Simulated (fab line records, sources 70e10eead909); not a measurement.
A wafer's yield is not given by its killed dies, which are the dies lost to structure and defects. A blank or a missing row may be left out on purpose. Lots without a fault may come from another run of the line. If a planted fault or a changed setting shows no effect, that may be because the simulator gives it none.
fab line records	flow nand_harc
record: lots: 12	wafers: 36	last_day: 33
route steps=1302 shown P_STI@88 P_GATE@139 END@1302
lots untouched by any fault: they come from a run of this same line in which no faults occurred
start_h: the number of hours between the record's first day and the start of the first shown wafer of the lot	wait_h: hours since the lot's step before	" unchanged from the row above	L1.1+2: a single row standing in for several wafers	- no value present, or no start provided	* or withheld: withheld	< > ~ a bound
route shown NAME@n: NAME is a module with steps in the file, n the number in the route of the first one	usual: mean/standard deviation of fault-free wafers	same: alike in all rows	chamber/n: place in a boat	sites: readings site by site	_std_site: standard deviation of those values	_edge_site: outer sites' mean less inner sites'	radius_mm: for every site, how far away it sits from the centre of the wafer	mask NAME#n: copy n	behind: tool/chamber where the wafer was last shaped	hold: what put the lot on hold/how long, in hours/how the hold closed	device: the n, p or np transistor that did not switch	end of line: the route-end tests of the same wafers	a step with no rows: only its recipe	killed: count of dies lost to structure and defects at first sort (not the wafer's yield)	map: dies across one wafer; x = killed, . = not, _ = none there
set.NAME: the run value of the setting; set.NAME@STEP: its run value at that earlier step	model.NAME: the simulator's own value behind a step, which no gauge read
steps of the route over a sample of lots; a table a step, a row a wafer
services: when a tool's chamber went out of use (start_h, in hours from the record's first day, below 0 if earlier), for how many hours, and the reason
== steps ==
step: NHARC_P_STI_ETCH_42
recipe: target_depth_a: 800	overetch_a: 240	time_s: 61	ion_energy_ev: 200	n2_flow_sccm: 150	h2_flow_sccm: 150	ar_flow_sccm: 0	rf_w: 400	bias_w: 150	chemistry: N2/H2
usual: chamber_pressure_mTorr: 30.001/0.028	drypump_motor_current_A: 5.60/0.23	oes_product_au: 1.003/0.0098	rf_vpp_V: 431.1/2.2	showerhead_plenum_p_Torr: 2.06/0.074	throttle_valve_pct: 14.172/0.0094
lot.wafer	tool	chamber	start_h	wait_h	chamber_pressure_mTorr	drypump_motor_current_A	oes_product_au	rf_hours_counter_h	rf_vpp_V	showerhead_plenum_p_Torr	throttle_valve_pct
L829.2	rie_diel-06	2	43.86	0.1	29.947	5.80	1.011	3.7	432.6	2.10	14.181
L829.6	"	3	"	"	29.986	5.41	1.015	-	429.4	2.01	14.180
L829.5	"	0	"	"	29.990	5.51	0.995	-	427.8	1.97	14.193
L831.1	rie_diel-06	1	64.44	0.1	29.999	5.82	1.015	5.2	435.4	2.18	14.162
L831.2	"	2	"	"	29.989	5.80	1.016	5.3	432.3	2.10	14.167
L831.6	"	1	"	"	29.971	5.83	1.017	-	433.9	2.18	14.160
L833.2	rie_diel-06	1	83.58	0.1	30.034	5.79	1.007	6.8	433.3	2.18	14.184
L833.4	"	3	"	"	29.998	5.39	1.004	5.9	428.7	2.01	14.179
L833.3	"	0	"	"	29.979	5.53	0.986	6.0	427.7	1.97	14.176
L834.2	rie_diel-11	0	93.98	0.1	29.983	5.68	0.993	0.2	427.8	1.98	14.171
L834.3	"	1	"	"	30.036	5.89	0.993	0.2	432.3	2.12	14.166
L834.4	"	2	"	"	30.039	5.18	1.005	-	432.2	2.08	14.151
L837.1	rie_diel-11	3	131.65	0.1	29.987	5.40	1.003	2.8	430.0	2.04	14.167
L837.4	"	0	"	"	29.946	5.71	0.998	3.7	427.8	1.98	14.162
L837.2	"	1	"	"	30.017	5.84	0.983	3.8	435.1	2.12	14.177
L838.3	rie_diel-01	0	131.81	0.1	30.001	5.81	1.014	4.2	433.3	2.17	14.179
L838.2	"	1	"	"	30.040	5.22	0.989	4.2	428.5	2.01	14.164
L838.6	"	1	"	"	30.036	5.22	1.006	-	429.3	2.01	14.166
L841.4	rie_diel-06	0	162.86	0.1	29.974	5.53	0.987	1.4	428.8	1.96	14.193
L841.2	"	1	"	"	29.972	5.79	0.998	1.4	434.4	2.18	14.170
L841.5	"	2	"	"	29.991	5.80	0.993	-	433.2	2.09	14.188
L842.3	rie_diel-11	1	176.75	0.1	29.987	5.89	0.986	6.9	432.9	2.12	14.181
L842.1	"	2	"	"	30.033	5.16	1.009	7.3	430.2	2.08	14.171
L842.4	"	3	"	"	29.993	5.45	1.011	6.0	429.0	2.04	14.167
L843.1	rie_diel-11	3	183.95	0.1	30.003	5.42	1.015	6.2	431.0	2.04	14.170
L843.5	"	0	"	"	30.016	5.66	1.011	-	428.1	1.98	14.170
L843.6	"	1	"	"	30.016	5.92	0.993	-	432.6	2.12	14.186
L845.4	rie_diel-01	0	202.87	0.1	30.027	5.82	1.008	9.1	433.5	2.17	14.178
L845.1	"	2	"	"	29.982	5.49	1.013	9.0	432.3	2.07	14.181
L845.6	"	3	"	"	29.996	5.87	0.988	-	428.8	1.97	14.176
L846.2	rie_diel-11	2	212.86	0.1	30.022	5.22	1.018	9.7	431.9	2.08	14.167
L846.3	"	3	"	"	29.996	5.42	1.009	8.7	430.8	2.04	14.180
L846.6	"	3	"	"	30.018	5.42	1.006	-	429.8	2.04	14.172
L850.1	rie_diel-06	2	258.13	0.1	29.980	5.79	1.001	5.7	433.1	2.09	14.163
L850.3	"	3	"	"	30.022	5.41	1.009	5.5	430.4	2.01	14.183
L850.6	"	0	"	"	29.978	5.53	0.994	-	427.5	1.96	14.169
step: NHARC_P_STI_CMP_21
recipe: t_overpolish_s: 20	target_thk_nm: 380.67
usual: motor_current_A: 11.8/1.2	overpolish_run_s: 20.000/0.0087
lot.wafer	tool	chamber	start_h	wait_h	motor_current_A	overpolish_run_s
L829.2	cmp-04	3	61.76	0.4	11.1	20.003
L829.6	"	3	"	"	10.9	20.008
L829.5	"	0	"	"	11.3	20.011
L831.2	cmp-02	3	84.23	0.4	12.5	19.997
L831.1	"	1	"	"	12.4	19.996
L831.6	"	0	"	"	10.5	20.006
L833.2	cmp-04	3	102.52	0.4	11.2	19.994
L833.4	"	1	"	"	12.5	20.004
L833.3	"	2	"	"	11.9	20.006
L834.2	cmp-03	2	113.23	0.4	11.2	19.998
L834.3	"	0	"	"	15.4	19.992
L834.4	"	1	"	"	10.6	20.005
L838.3	cmp-02	2	149.50	0.4	12.3	19.996
L838.2	"	1	"	"	13.2	19.988
L838.6	"	2	"	"	11.3	20.008
L837.1	cmp-03	3	149.53	0.4	11.1	19.998
L837.4	"	0	"	"	15.4	19.994
L837.2	"	1	"	"	10.4	20.004
L841.2	cmp-04	3	181.45	0.4	10.8	20.000
L841.4	"	0	"	"	11.3	20.002
L841.5	"	3	"	"	10.4	19.987
L842.3	cmp-03	2	207.62	0.4	12.0	20.011
L842.1	"	3	"	"	10.9	20.010
L842.4	"	1	"	"	10.8	20.004
L843.1	cmp-02	3	207.62	0.4	12.0	19.992
L843.6	"	3	"	"	12.1	19.986
L843.5	"	0	"	"	11.3	20.004
L845.4	cmp-04	1	221.44	0.4	12.6	20.014
L845.1	"	2	"	"	10.4	20.004
L845.6	"	0	"	"	12.0	20.000
L846.3	cmp-03	3	234.46	0.4	11.8	19.982
L846.2	"	2	"	"	11.5	20.011
L846.6	"	3	"	"	11.8	20.005
L850.1	cmp-03	2	278.36	0.4	11.5	20.019
L850.3	"	3	"	"	11.7	20.009
L850.6	"	1	"	"	11.2	20.004
step: NHARC_P_GATE_PEB_24
recipe: peb_temp_c: 100	peb_time_s: 65
usual: heater_power_total_W: 156.6/0.42	plate_temp_C: 100.00/0.12
lot.wafer	tool	chamber	start_h	wait_h	heater_power_total_W	plate_temp_C
L829.2	litho_track-01	0	93.64	0.1	156.1	99.97
L829.5	"	0	"	"	156.2	99.94
L829.6	"	0	"	"	156.6	100.05
L831.1	litho_track-01	0	127.24	0.1	157.1	99.93
L831.2	"	0	"	"	157.0	100.18
L831.6	"	0	"	"	156.0	100.05
L833.2	litho_track-06	0	136.19	0.1	156.1	100.15
L833.3	"	0	"	"	157.2	99.91
L833.4	"	0	"	"	156.5	100.03
L834.2	litho_track-04	0	151.21	0.1	157.1	100.11
L834.3	"	0	"	"	156.4	99.95
L834.4	"	0	"	"	157.1	100.03
L838.2	litho_track-01	0	182.76	0.1	156.4	99.71
L838.3	"	0	"	"	156.1	99.94
L838.6	"	0	"	"	156.6	99.86
L837.1	litho_track-01	0	183.27	0.1	156.0	100.10
L837.2	"	0	"	"	156.5	100.11
L837.4	"	0	"	"	156.4	100.05
L841.2	litho_track-01	0	216.66	0.1	151.5	97.63
L841.4	"	0	"	"	151.9	97.65
L841.5	"	0	"	"	151.2	97.61
L843.1	litho_track-06	0	242.63	0.1	156.0	100.06
L843.5	"	0	"	"	157.0	100.12
L843.6	"	0	"	"	156.2	100.06
L842.1	litho_track-01	0	243.04	0.1	151.7	97.61
L842.3	"	0	"	"	151.8	97.90
L842.4	"	0	"	"	151.7	97.55
L845.1	litho_track-06	0	257.55	0.1	156.1	100.02
L845.4	"	0	"	"	157.1	100.21
L845.6	"	0	"	"	157.1	100.09
L846.2	litho_track-06	0	268.48	0.1	156.4	99.94
L846.3	"	0	"	"	157.1	99.87
L846.6	"	0	"	"	156.4	99.91
L850.1	litho_track-04	0	314.20	0.1	157.1	99.96
L850.3	"	0	"	"	156.6	99.93
L850.6	"	0	"	"	157.1	100.09
step: NHARC_P_GATE_CD_MEAS_26
recipe: target_cd_nm: 120	landing_energy_ev: 500
usual: cd_nm: 120.3/0.7
lot.wafer	tool	chamber	start_h	wait_h	cd_nm
L829.2	cd_sem-03	0	93.72	-	120.0
L829.5	"	0	"	"	120.7
L829.6	"	0	"	"	119.7
L831.1	cd_sem-01	0	127.32	-	120.8
L831.2	"	0	"	"	120.1
L831.6	"	0	"	"	120.6
L833.2	cd_sem-01	0	136.27	-	121.6
L833.3	"	0	"	"	120.2
L833.4	"	0	"	"	121.0
L834.2	cd_sem-03	0	151.29	-	119.7
L834.3	"	0	"	"	120.8
L834.4	"	0	"	"	119.9
L838.2	cd_sem-03	0	182.84	-	119.1
L838.3	"	0	"	"	120.3
L838.6	"	0	"	"	119.5
L837.1	cd_sem-03	0	183.35	-	118.9
L837.2	"	0	"	"	120.1
L837.4	"	0	"	"	119.5
L841.2	cd_sem-03	0	216.74	-	128.3
L841.4	"	0	"	"	129.1
L841.5	"	0	"	"	129.5
L843.1	cd_sem-02	0	242.71	-	121.3
L843.5	"	0	"	"	122.1
L843.6	"	0	"	"	120.4
L842.1	cd_sem-01	0	243.12	-	129.9
L842.3	"	0	"	"	130.0
L842.4	"	0	"	"	128.8
L845.1	cd_sem-03	0	257.63	-	119.4
L845.4	"	0	"	"	120.5
L845.6	"	0	"	"	120.9
L846.2	cd_sem-01	0	268.56	-	120.0
L846.3	"	0	"	"	120.7
L846.6	"	0	"	"	120.1
L850.1	cd_sem-01	0	314.28	-	121.8
L850.3	"	0	"	"	121.1
L850.6	"	0	"	"	120.9
step: NHARC_P_GATE_ETCH_104
recipe: target_depth_a: 600	time_s: withheld	cf4_flow_sccm: 100	chf3_flow_sccm: 30	ar_flow_sccm: 0	rf_w: 500	bias_w: 200	chemistry: CF4/CHF3
usual: chamber_pressure_mTorr: 24.998/0.025	drypump_motor_current_A: 5.5/0.43	oes_product_au: 0.949/0.023	rf_vpp_V: 370.5/2.6	showerhead_plenum_p_Torr: 1.57/0.076	throttle_valve_pct: 16.801/0.0086
lot.wafer	tool	chamber	start_h	wait_h	chamber_pressure_mTorr	drypump_motor_current_A	oes_product_au	rf_vpp_V	showerhead_plenum_p_Torr	throttle_valve_pct
L829.2	rie_diel-07	2	93.99	0.1	24.968	4.9	0.931	369.8	1.52	16.801
L829.5	"	0	"	"	25.052	4.9	0.934	369.6	1.59	16.804
L829.6	"	1	"	"	24.991	5.2	0.933	374.8	1.69	16.793
L831.1	rie_diel-02	3	127.61	0.1	25.008	5.8	0.947	368.0	1.49	16.806
L831.2	"	1	"	"	25.005	5.5	0.924	369.6	1.51	16.793
L831.6	"	3	"	"	25.010	5.8	0.947	367.7	1.49	16.784
L833.4	rie_diel-03	2	136.54	0.1	25.018	5.5	0.933	370.3	1.57	16.798
L833.3	"	3	"	"	24.977	6.2	0.932	373.7	1.68	16.813
L833.2	"	0	"	"	24.935	5.7	0.932	367.8	1.52	16.789
L834.4	rie_diel-07	2	151.56	0.1	24.999	4.9	0.925	367.3	1.52	16.793
L834.3	"	3	"	"	25.018	5.7	0.931	372.5	1.66	16.804
L834.2	"	1	"	"	25.028	5.2	0.936	373.5	1.69	16.808
L838.2	rie_diel-07	0	183.13	0.1	25.046	4.9	0.936	371.9	1.59	16.803
L838.3	"	1	"	"	24.995	5.2	0.937	374.5	1.69	16.817
L838.6	"	0	"	"	25.011	4.9	0.936	371.5	1.59	16.801
L837.1	rie_diel-03	2	183.62	0.1	25.011	5.5	0.981	370.1	1.57	16.797
L837.4	"	3	"	"	24.987	6.1	0.978	375.6	1.68	16.805
L837.2	"	1	"	"	24.965	5.8	0.967	372.7	1.68	16.798
L841.2	rie_diel-07	3	217.02	0.1	25.031	5.7	0.931	373.1	1.65	16.789
L841.4	"	0	"	"	25.009	4.9	0.932	371.6	1.59	16.797
L841.5	"	2	"	"	25.000	4.9	0.929	369.9	1.52	16.789
L843.1	rie_diel-02	1	242.98	0.1	24.963	5.5	0.961	367.7	1.51	16.791
L843.5	"	3	"	"	24.966	5.8	0.994	365.6	1.49	16.799
L843.6	"	0	"	"	24.982	5.2	0.963	367.5	1.48	16.800
L842.1	rie_diel-07	2	243.39	0.1	25.004	4.9	0.964	368.8	1.52	16.816
L842.3	"	3	"	"	24.982	5.7	0.968	372.6	1.65	16.794
L842.4	"	0	"	"	25.003	4.9	0.965	371.5	1.59	16.781
L845.4	rie_diel-03	1	257.90	0.1	25.023	5.8	0.980	374.1	1.68	16.802
L845.1	"	2	"	"	25.019	5.5	0.964	370.0	1.57	16.792
L845.6	"	1	"	"	25.012	5.7	0.967	373.7	1.68	16.802
L846.3	rie_diel-07	2	268.83	0.1	24.953	4.9	0.975	369.5	1.52	16.802
L846.2	"	0	"	"	24.931	4.9	0.958	371.3	1.59	16.803
L846.6	"	3	"	"	25.044	5.7	0.959	372.9	1.65	16.787
L850.3	rie_diel-02	2	314.56	0.1	24.984	6.2	0.957	371.7	1.61	16.806
L850.1	"	3	"	"	24.982	5.8	0.977	367.6	1.48	16.804
L850.6	"	1	"	"	24.990	5.5	0.979	369.7	1.51	16.810
step: NHARC_END_SORT_01
recipe: temp_c: 25
usual: killed_at_array: 59/20	killed_at_other: 0.8/1.2	killed_at_periphery: 3.5/2.2	killed_dies: 63/20	killed_open: 3.3/1.8	killed_short: 2.6/1.7
same: gross_dies: 677
lot.wafer	tool	chamber	start_h	wait_h	killed_at_array	killed_at_other	killed_at_periphery	killed_dies	killed_open	killed_short
L842.3	prober-01	0	694.74	3.1	35	0	6	41	6	2
L842.4	prober-01	0	695.54	3.4	27	1	3	31	2	1
killed by level:class
L842.3 A_SGD_CUT:chamber_film_flake=8 A_CONTACT:chamber_film_flake=8 A_CHANNEL_HOLE_D1:chamber_film_flake=7 A_SLIT:chamber_film_flake=2 A_M0:chamber_film_flake=2 P_GATE:area_peb=2 P_STI:geometric_particle:open=1 A_SOURCE_PLATE:geometric_particle:open=1
L842.4 A_SGD_CUT:chamber_film_flake=11 A_CONTACT:chamber_film_flake=5 A_CHANNEL_HOLE_D1:chamber_film_flake=4 A_M0:chamber_film_flake=2 A_ONON_D1:geometric_particle:short=1 A_CHANNEL_FILL_D1:geometric_particle:open=1 A_BLC:geometric_particle:open=1 P_STI:chamber_film_flake=1
== services ==
tool	chamber	start_h	hours	kind
rie_diel-06	0	21.04	15.7	repair
cmp-03	-	23.20	1.2	repair
rie_diel-11	2	27.06	1.3	repair
rie_diel-07	2	40.76	19.6	repair
rie_diel-06	3	60.55	5.9	repair
rie_diel-11	-	78.50	9.0	pm
cmp-03	-	81.01	2.1	repair
rie_diel-06	3	86.42	9.3	repair
rie_diel-11	3	93.64	5.0	repair
cmp-03	-	100.36	4.0	pm
rie_diel-06	0	106.67	7.9	repair
rie_diel-07	-	117.20	9.0	pm
rie_diel-06	-	130.23	9.0	pm
rie_diel-11	3	134.97	5.1	repair
rie_diel-11	3	149.52	2.6	repair
litho_track-01	-	155.00	7.0	pm
rie_diel-06	1	155.53	5.0	repair
rie_diel-07	3	175.94	13.5	repair
rie_diel-07	-	187.88	0.4	repair
cmp-03	-	198.36	4.0	pm
rie_diel-11	-	208.00	0.4	repair
rie_diel-07	-	294.20	9.0	pm
rie_diel-07	1	304.94	4.0	repair
rie_diel-07	3	308.73	40.5	repair
== key ==
first_sign: step: NHARC_P_GATE_PEB_24	reading: plate_temp_C	direction: down	sigmas: 19	usual: *	struck: *
effect: step: NHARC_P_GATE_PEB_24	reading: heater_power_total_W	direction: down	sigmas: 12	usual: *	struck: *
effect: step: NHARC_P_GATE_CD_MEAS_26	reading: cd_nm	direction: up	sigmas: 13	usual: 120.3	struck: 129.3
met_at NHARC_P_GATE_PEB_24
struck_lots L841,L842
rows_end L841.2,L841.4,L841.5,L842.1
tester_left_out L842
not_acting_at NHARC_P_STI_ETCH_42,NHARC_P_STI_CMP_21,NHARC_P_GATE_ETCH_104
onset_between 183.27 216.66
fault: kind: process_parameter_drift	tool: litho_track-01	chamber: -	onset_h: 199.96	steps: NHARC_P_GATE_PEB_24	channel: peb_temp_c	offset: *	shape: step	acts_in: *	stated: *
tester_left_out: of these lots the tester's yield and bins aren't shown, on N5 and GAA mostly nor the transistor test; their killed dies are dies lost to structure and defects alone, not to doping, threshold or leakage, so they don't give the yield
rows_end: these wafers met a further fault down the route, and their rows from its step on are left out
